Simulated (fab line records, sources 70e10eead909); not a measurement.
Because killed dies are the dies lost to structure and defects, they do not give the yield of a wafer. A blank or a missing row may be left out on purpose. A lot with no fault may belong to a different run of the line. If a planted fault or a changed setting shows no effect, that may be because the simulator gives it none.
Chamber matching + flow nand-harc + NHARC_A_WL_FILL_ALD_19 on ald-metal-03: 4 sister chambers
The step deposits TiN, target thk 2 nm, pulse time 3 s, ald cycles 100. 8 wafers are shown with their chamber, then 9 later ones without.

EACH WAFER AND ITS CHAMBER
| wafer  | chamber | heater-power-w (W) | precursor-pulse-height-rel |
|--------|---------|--------------------|----------------------------|
| L076.4 | 2       | 1084               | 0.964                      |
| L084.2 | 2       | 1093               | 0.968                      |
| L084.3 | 1       | 1185               | 1.026                      |
| L084.6 | 1       | 1157               | 0.997                      |
| L086.3 | 0       | 828                | 1.004                      |
| L086.4 | 3       | 1171               | 0.991                      |
| L086.5 | 3       | 1119               | 1.013                      |
| L086.6 | 0       | 827                | 1.041                      |

WAFERS MISSING THEIR CHAMBER
| wafer  | heater-power-w (W) | precursor-pulse-height-rel |
|--------|--------------------|----------------------------|
| L089.3 | 1151               | 1.011                      |
| L089.4 | 1123               | 0.980                      |
| L089.5 | 1188               | 1.002                      |
| L092.1 | 1142               | 1.002                      |
| L092.2 | 1082               | 1.027                      |
| L092.5 | 1181               | 1.004                      |
| L093.3 | 1199               | 1.003                      |
| L093.5 | 1185               | 1.004                      |
| L093.6 | 1073               | 0.990                      |

WHICH CHAMBER EACH WENT THROUGH
| wafer  | from the rows above          | in truth |
|--------|------------------------------|----------|
| L089.3 | can't be placed: 3 or 1      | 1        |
| L089.4 | can't be placed: 3 or 2 or 1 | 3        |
| L089.5 | can't be placed: 1 or 3      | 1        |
| L092.1 | can't be placed: 3 or 1      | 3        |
| L092.2 | can't be placed: 3 or 2 or 1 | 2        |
| L092.5 | can't be placed: 1 or 3      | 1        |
| L093.3 | can't be placed: 1 or 3      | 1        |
| L093.5 | can't be placed: 1 or 3      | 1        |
| L093.6 | can't be placed: 2 or 3      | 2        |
Placed correctly: 0 of 9. Not placeable from these rows: 9 (in 9, the candidates include the true chamber). Placed wrongly: 0.
How it was worked out, from the rows above alone: a wafer's distance from a chamber is the root of the sum, over the readings, of the square of ((its reading less the chamber's mean) divided by the reading's scatter). If the next closest chamber is less than 2 further off than the closest, the wafer can't be placed; otherwise it belongs to the closest. The mean given for a chamber averages the wafers shown for that chamber. The scatter: take each reading less its chamber's mean, square it, sum over the shown wafers, divide by the number of wafers less the number of chambers, and take the root.
